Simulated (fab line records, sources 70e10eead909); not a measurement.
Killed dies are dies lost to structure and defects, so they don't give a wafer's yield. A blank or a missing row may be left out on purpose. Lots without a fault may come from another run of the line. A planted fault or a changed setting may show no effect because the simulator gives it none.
Chamber matching | flow nand_harc | NHARC_A_WL_FILL_STRIP_29 on rie_diel-12: 4 sister chambers
The step strips in O2, time 20 s. 16 wafers are shown with their chamber, then 8 later ones without.

WAFERS WITH THEIR CHAMBER
wafer  | chamber | showerhead_plenum_p_Torr (Torr) | oes_product_au (a.u.) | throttle_valve_pct (%)
L079.1 | 2       | 3.58                            | 1.008                 | 17.021
L079.4 | 3       | 3.67                            | 0.998                 | 17.044
L079.6 | 0       | 3.34                            | 0.996                 | 17.033
L081.1 | 1       | 3.56                            | 1.019                 | 17.028
L081.2 | 3       | 3.67                            | 0.991                 | 17.040
L081.5 | 0       | 3.34                            | 0.989                 | 17.041
L085.1 | 1       | 3.56                            | 1.024                 | 17.038
L085.2 | 2       | 3.58                            | 1.009                 | 17.045
L085.6 | 3       | 3.66                            | 1.012                 | 17.037
L090.1 | 0       | 3.34                            | 1.006                 | 17.023
L090.2 | 2       | 3.58                            | 1.004                 | 17.036
L090.5 | 1       | 3.55                            | 1.004                 | 17.036
L089.1 | 3       | 3.66                            | 0.998                 | 17.034
L089.4 | 0       | 3.34                            | 1.011                 | 17.034
L089.6 | 1       | 3.55                            | 1.009                 | 17.030
L091.2 | 2       | 3.58                            | 1.014                 | 17.062

SIGNATURES (means of the wafers above)
reading                  | chamber 0 | chamber 1 | chamber 2 | chamber 3 | scatter within a chamber
showerhead_plenum_p_Torr | 3.3400    | 3.5550    | 3.5800    | 3.6650    | 0.00408
oes_product_au           | 1.00050   | 1.01400   | 1.00875   | 0.99975   | 0.0083
throttle_valve_pct       | 17.03275  | 17.03300  | 17.04100  | 17.03875  | 0.00987
Rule: a wafer's distance from a chamber is the root of the sum, over the readings, of the square of ((its reading less the chamber's mean) divided by the reading's scatter). The wafer belongs to the nearest chamber; if the next one is less than 2 further off, it can't be placed. The scatter: the root of (the sum of the squares of (reading less its chamber's mean) over the shown wafers, divided by (wafers less chambers)).

WAFERS WITHOUT THEIR CHAMBER
wafer  | showerhead_plenum_p_Torr (Torr) | oes_product_au (a.u.) | throttle_valve_pct (%)
L091.5 | 3.34                            | 1.018                 | 17.029
L091.6 | 3.58                            | 1.014                 | 17.041
L095.1 | 3.34                            | 1.003                 | 17.029
L095.2 | 3.55                            | 1.010                 | 17.024
L095.3 | 3.58                            | 1.009                 | 17.019
L096.3 | 3.66                            | 1.005                 | 17.040
L096.4 | 3.58                            | 1.008                 | 17.045
L096.6 | 3.66                            | 0.990                 | 17.025

WHICH CHAMBER EACH WENT THROUGH
wafer  | from the rows above | in truth
L091.5 | 0                   | 0
L091.6 | 2                   | 2
L095.1 | 0                   | 0
L095.2 | 1                   | 1
L095.3 | 2                   | 2
L096.3 | 3                   | 3
L096.4 | 2                   | 2
L096.6 | 3                   | 3
Placed correctly: 8 of 8. Can't be placed from these rows: 0. Placed wrongly: 0.
